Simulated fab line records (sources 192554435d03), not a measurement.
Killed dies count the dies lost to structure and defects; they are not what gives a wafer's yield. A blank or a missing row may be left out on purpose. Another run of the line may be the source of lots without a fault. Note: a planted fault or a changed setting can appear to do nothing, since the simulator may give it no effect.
Split-lot trial    flow n5_finfet    39 wafers read across 7 lots, on a route 1938 steps long

ON THE SPLIT
At N5_BEOL_M3_ILD_DEP_00 (deposits SiOC from DEMS/O2, target thk 79 nm, time 15.3 s), the setting target_thk_a was moved away from the recipe's 790 angstrom on 12 of the 39 wafers read, by -51.9% to +50.0%. This setting was run at the recipe's value on the other wafers.

The file shows no step between the split and the reading.

THE READING
At N5_BEOL_M3_THK_MEAS_01: M3_ILD_THK, given in nm. On this fab line, fault-free wafers typically give 79.0 nm with a standard deviation of 0.98 nm.

wafer   tool, chamber at the split  target_thk_a as run, angstrom  against the recipe  M3_ILD_THK, nm  against lot-mates on the recipe
L076.3  pecvd-02, 2                 790                            recipe              77.8            -
L076.4  pecvd-02, 0                 790                            recipe              79.5            -
L076.5  pecvd-02, 1                 790                            recipe              78.9            -
L079.1  pecvd-02, 0                 924.6                          +17.0%              90.1            +11.5
L079.2  pecvd-02, 1                 790                            recipe              77.9            -
L079.3  pecvd-02, 2                 924.6                          +17.0%              91.6            +13.0
L079.4  pecvd-02, 1                 790                            recipe              78.7            -
L079.5  pecvd-02, 2                 790                            recipe              79.3            -
L079.6  pecvd-02, 0                 924.6                          +17.0%              90.7            +12.1
L081.1  pecvd-04, 0                 640.9                          -18.9%              63.4            -16.4
L081.2  pecvd-04, 1                 790                            recipe              79.3            -
L081.3  pecvd-04, 2                 640.9                          -18.9%              64.6            -15.2
L081.4  pecvd-04, 1                 790                            recipe              79.7            -
L081.5  pecvd-04, 0                 640.9                          -18.9%              64.5            -15.3
L081.6  pecvd-04, 2                 790                            recipe              80.3            -
L091.1  pecvd-04, 0                 790                            recipe              78.8            -
L091.2  pecvd-04, 1                 380.3                          -51.9%              38.9            -40.1
L091.3  pecvd-04, 2                 790                            recipe              77.3            -
L091.4  pecvd-04, 2                 380.3                          -51.9%              37.1            -41.9
L091.5  pecvd-04, 1                 790                            recipe              80.9            -
L091.6  pecvd-04, 0                 380.3                          -51.9%              37.5            -41.5
L092.1  pecvd-01, 1                 790                            recipe              78.8            -
L092.2  pecvd-01, 2                 790                            recipe              77.8            -
L092.3  pecvd-01, 0                 790                            recipe              79.5            -
L092.4  pecvd-01, 0,1               790                            recipe              79.8            -
L092.5  pecvd-01, 2                 790                            recipe              78.9            -
L092.6  pecvd-01, 0,1               790                            recipe              79.7            -
L094.1  pecvd-01, 1                 790                            recipe              78.7            -
L094.2  pecvd-01, 2                 790                            recipe              77.6            -
L094.3  pecvd-01, 0                 790                            recipe              78.4            -
L094.4  pecvd-01, 2,1               790                            recipe              79.2            -
L094.5  pecvd-01, 2,1               790                            recipe              79.2            -
L094.6  pecvd-01, 0                 790                            recipe              80.3            -
L095.1  pecvd-04, 0                 790                            recipe              78.1            -
L095.2  pecvd-04, 1                 790                            recipe              79.8            -
L095.3  pecvd-04, 2                 1185                           +50.0%              115.4           +36.9
L095.4  pecvd-04, 0                 1185                           +50.0%              120.0           +41.5
L095.5  pecvd-04, 2                 790                            recipe              77.7            -
L095.6  pecvd-04, 1                 1185                           +50.0%              120.9           +42.4
When a row names more than one chamber, that row covers several wafers, and the file does not tell which wafer ran in which chamber.

THE FIT
A straight line over all 39 wafers: M3_ILD_THK changes by +0.789 nm for each +1% of target_thk_a; r = +1.00; the points scatter about the line by 1.2 nm.
The same after taking each lot's own level away (the mean of its wafers on the recipe; 39 wafers): +0.796 nm for each +1%; r = +1.00; scatter 1.1 nm.
The reading moves by 41 nm for the largest change in target_thk_a, on that fit.
The span of the lots' own levels, 78.53 to 79.77 nm, comes to 1.3 times the standard deviation stated above.
Hence the lot-to-lot level has little effect on the slope; both slopes agree.
Check: -41.7 nm against its lot-mates is what the line predicts for one of the wafers moved furthest among these (-51.9%) when that wafer is left out of the fit. Against them it came out at -40.1 nm.

THE WHOLE CHAIN: every reading that the file lists as answering this split, in the file's order
step                    what it does                                               reading                                                                             change (the file's fit)                r (the file's)
N5_BEOL_M3_ILD_DEP_00   deposits SiOC from DEMS/O2, target thk 79 nm, time 15.3 s  SiOC_of_BEOL_M3_ILD_DEP_00.thk_nm (the simulator's own value, which no gauge read)  +0.796 nm for each +1% of the setting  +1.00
N5_BEOL_M3_THK_MEAS_01                                                             M3_ILD_THK                                                                          +0.796 for each +1% of the setting     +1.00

THE FILE'S OWN FIT
M3_ILD_THK changes by +0.796 nm for each +1% of target_thk_a, r = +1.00.
